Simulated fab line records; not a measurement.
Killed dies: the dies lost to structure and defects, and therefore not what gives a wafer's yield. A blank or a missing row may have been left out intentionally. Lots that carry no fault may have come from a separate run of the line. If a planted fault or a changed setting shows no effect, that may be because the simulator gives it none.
Which tool did it? ; flow nand_harc ; Sampling: 13 lots, 38 wafers, 6 of 1159 route steps

== WHAT THE GAUGES READ, wafer by wafer ==
NHARC_A_SOURCE_PLATE_THK_MEAS_09: measures by ellipsometry.
lot;measured;on;thk_nm (nm)
L265;day 7 01:17;film_metro-02;9.7 9.9 10.5
L266;day 7 13:09;film_metro-02;8.0 9.1 8.6
L267;day 7 13:10;film_metro-01;9.3 10.1 8.4
L270;day 8 00:15;film_metro-02;10.7 10.7 9.2
L269;day 8 00:15;film_metro-01;9.3 8.6 10.0
L272;day 8 08:30;film_metro-02;7.6 9.8 8.9
L273;day 8 23:47;film_metro-02;7.5 9.6 10.9
L274;day 8 23:48;film_metro-02;8.9 9.2 10.0
L275;day 9 16:39;film_metro-02;10.3 9.8 9.7
L276;day 9 16:40;film_metro-01;9.8 10.7 9.5
L282;day 11 00:49;film_metro-01;9.1 8.1 11.7
L286;day 12 01:00;film_metro-01;10.0 10.8
L287;day 12 17:06;film_metro-01;11.1 11.2 9.0

NHARC_A_ONON_D1_THK_MEAS_18: measures by ellipsometry.
lot;measured;on;thk_nm (nm)
L265;day 8 02:20;film_metro-02;1007 1008 1005
L266;day 8 12:32;film_metro-01;1020 1019 1019
L267;day 8 12:32;film_metro-02;1012 1013 1012
L270;day 9 00:01;film_metro-02;1009 1010 1012
L269;day 9 00:01;film_metro-02;998 998 998
L272;day 9 07:53;film_metro-01;992 994 991
L273;day 9 23:06;film_metro-01;996 997 997
L274;day 9 23:06;film_metro-02;1007 1007 1006
L275;day 10 20:55;film_metro-01;1003 1002 1002
L276;day 10 20:57;film_metro-02;1001 1003 1004
L282;day 12 00:03;film_metro-02;988 748 990
L286;day 13 02:42;film_metro-01;999 757
L287;day 13 17:22;film_metro-02;997 757 998

NHARC_END_SORT_01.
lot;measured;on;killed_at_array;killed_at_other;killed_at_periphery;killed_dies;killed_open;killed_short
L282;day 24 03:04;prober-01;50 668 46;3 1 0;7 8 5;60 677 51;3 7 3;2 1 0
L286;day 24 05:10;prober-02;32 675;0 0;0 2;32 677;2 6;1 4
L287;day 25 12:18;prober-01;30 672 30;4 3 2;6 2 2;40 677 34;4 6 5;2 1 1

== WHAT TOOL EACH LOT RAN ON (gives the tool, then ch and the chambers of the sampled wafers, and finally the start) ==
lot;NHARC_A_ZERO_WELL_RTA_16;NHARC_A_ONON_D1_DEP_16;NHARC_A_CHANNEL_HOLE_D1_DEP_01
L265;rtp_anneal-02 ch 0, day 6 17:42;pecvd_onon-02 ch 0, day 8 01:56;pecvd-04 ch 0,1,2, day 8 07:56
L266;rtp_anneal-01 ch 0, day 7 04:49;pecvd_onon-03 ch 0, day 8 12:01;pecvd-03 ch 0,1,2, day 8 18:35
L267;rtp_anneal-02 ch 0, day 7 06:07;pecvd_onon-04 ch 0, day 8 12:05;pecvd-02 ch 1,2, day 8 19:04
L270;rtp_anneal-02 ch 0, day 7 16:54;pecvd_onon-02 ch 0, day 8 23:30;pecvd-03 ch 1,2, day 9 05:41
L269;rtp_anneal-01 ch 0, day 7 18:14;pecvd_onon-03 ch 0, day 8 23:38;pecvd-03 ch 0,2, day 9 06:17
L272;rtp_anneal-02 ch 0, day 8 01:38;pecvd_onon-02 ch 0, day 9 07:33;pecvd-02 ch 0,1,2, day 9 14:07
L273;rtp_anneal-01 ch 0, day 8 14:32;pecvd_onon-03 ch 0, day 9 22:35;pecvd-04 ch 0,1,2, day 10 03:57
L274;rtp_anneal-01 ch 0, day 8 15:40;pecvd_onon-04 ch 0, day 9 22:39;pecvd-04 ch 1,2, day 10 05:12
L275;rtp_anneal-02 ch 0, day 9 06:16;pecvd_onon-03 ch 0, day 10 20:24;pecvd-04 ch 0,2, day 11 01:54
L276;rtp_anneal-02 ch 0, day 9 07:44;pecvd_onon-04 ch 0, day 10 20:26;pecvd-04 ch 0,1,2, day 11 02:02
L282;rtp_anneal-01 ch 0, day 10 17:13;pecvd_onon-03 ch 0, day 11 23:36;pecvd-02 ch 0,1, day 12 06:01
L286;rtp_anneal-01 ch 0, day 11 17:40;pecvd_onon-03 ch 0, day 13 02:11;pecvd-04 ch 1, day 13 08:09
L287;rtp_anneal-02 ch 0, day 12 07:55;pecvd_onon-03 ch 0, day 13 16:51;pecvd-04 ch 0, day 13 22:19
- NHARC_A_ZERO_WELL_RTA_16: time 10 s.
- NHARC_A_ONON_D1_DEP_16: target thk 1000 nm.
- NHARC_A_CHANNEL_HOLE_D1_DEP_01: deposits SiON, target thk 140 nm.

== AS READ BY THE TOOLS THEMSELVES (means over the sampled wafers that have a number; for cases with no such wafer, the mark the record gives instead) ==
NHARC_A_ZERO_WELL_RTA_16.
lot;tool;lamp_power_pct (%);lamp_zone_3_pct (%);wafer_temp_C_max
L265;rtp_anneal-02;27.4;27.3;1005.7
L266;rtp_anneal-01;30.0;30.0;1006.7
L267;rtp_anneal-02;27.3;27.3;1005.6
L270;rtp_anneal-02;27.3;27.3;1005.7
L269;rtp_anneal-01;30.0;30.0;1007.8
L272;rtp_anneal-02;27.3;27.3;1005.1
L273;rtp_anneal-01;30.1;30.0;1006.8
L274;rtp_anneal-01;30.1;30.1;1006.4
L275;rtp_anneal-02;27.3;27.3;1005.0
L276;rtp_anneal-02;27.3;27.3;1006.1
L282;rtp_anneal-01;30.0;30.0;1008.2
L286;rtp_anneal-01;30.0;30.1;1007.8
L287;rtp_anneal-02;27.3;27.3;1006.5

NHARC_A_ONON_D1_DEP_16.
lot;tool;susceptor_temp_C (C)
L265;pecvd_onon-02;400.05
L266;pecvd_onon-03;400.05
L267;pecvd_onon-04;400.03
L270;pecvd_onon-02;399.87
L269;pecvd_onon-03;400.05
L272;pecvd_onon-02;400.17
L273;pecvd_onon-03;400.03
L274;pecvd_onon-04;399.94
L275;pecvd_onon-03;400.13
L276;pecvd_onon-04;399.97
L282;pecvd_onon-03;399.95
L286;pecvd_onon-03;399.57
L287;pecvd_onon-03;400.14

NHARC_A_CHANNEL_HOLE_D1_DEP_01.
lot;tool;heater_power_w (W);showerhead_vpp_V (V);susceptor_temp_C (C)
L265;pecvd-04;832;1168;400.08
L266;pecvd-03;652;1150;400.00
L267;pecvd-02;607;1156;399.97
L270;pecvd-03;641;1098;399.99
L269;pecvd-03;646;1201;400.11
L272;pecvd-02;622;1182;399.92
L273;pecvd-04;783;1160;399.93
L274;pecvd-04;824;1194;400.16
L275;pecvd-04;818;1203;399.88
L276;pecvd-04;851;1164;400.30
L282;pecvd-02;650;1190;400.19
L286;pecvd-04;752;1118;400.14
L287;pecvd-04;764;1142;399.80

== THE ANSWER, worked out from the rows above alone ==
Rule: the lots themselves supply what counts as usual. The widest of any qualifying gaps counts: lots, ordered by their means at a reading, are off when they make up no more than a third of the lots, leave a main group of 4 or more, and stand apart from it by 3 or more times the standard deviation of that group's means. A main group is skipped when, at the precision printed for the reading in the tables above, its means are all equal. Also off: a lot with no number at a reading for which 4 or more lots have one. The other lots that the step has rows for count as sound. Order of review: gauges by route order, followed by the tools' own readings, for which a lot's mean as printed above is used. The first step at which some lot is off is used, and at that step the reading that is off furthest; a lot without a number counts as furthest.
Off, at NHARC_A_ONON_D1_THK_MEAS_18 on thk_nm: L282, L286, L287. For the main group the mean is 1005 nm and the standard deviation 7.6.
If a tool, at a process step before that reading, ran all the lots that are off and no sound lot after the first of them, it fits. The gauges at NHARC_A_ONON_D1_THK_MEAS_18 are tried like those tools. One fits: NHARC_A_ONON_D1_DEP_16 on pecvd_onon-03. A fault onset in the window from L275 (day 10 20:24, its last sound lot) to L282 (day 11 23:36, its first lot off) fits.

== WHAT THE SIMULATOR HAD INSERTED ==
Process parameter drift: pecvd_onon-03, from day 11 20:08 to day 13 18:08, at NHARC_A_ONON_D1_DEP_16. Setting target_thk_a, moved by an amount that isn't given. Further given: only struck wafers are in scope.
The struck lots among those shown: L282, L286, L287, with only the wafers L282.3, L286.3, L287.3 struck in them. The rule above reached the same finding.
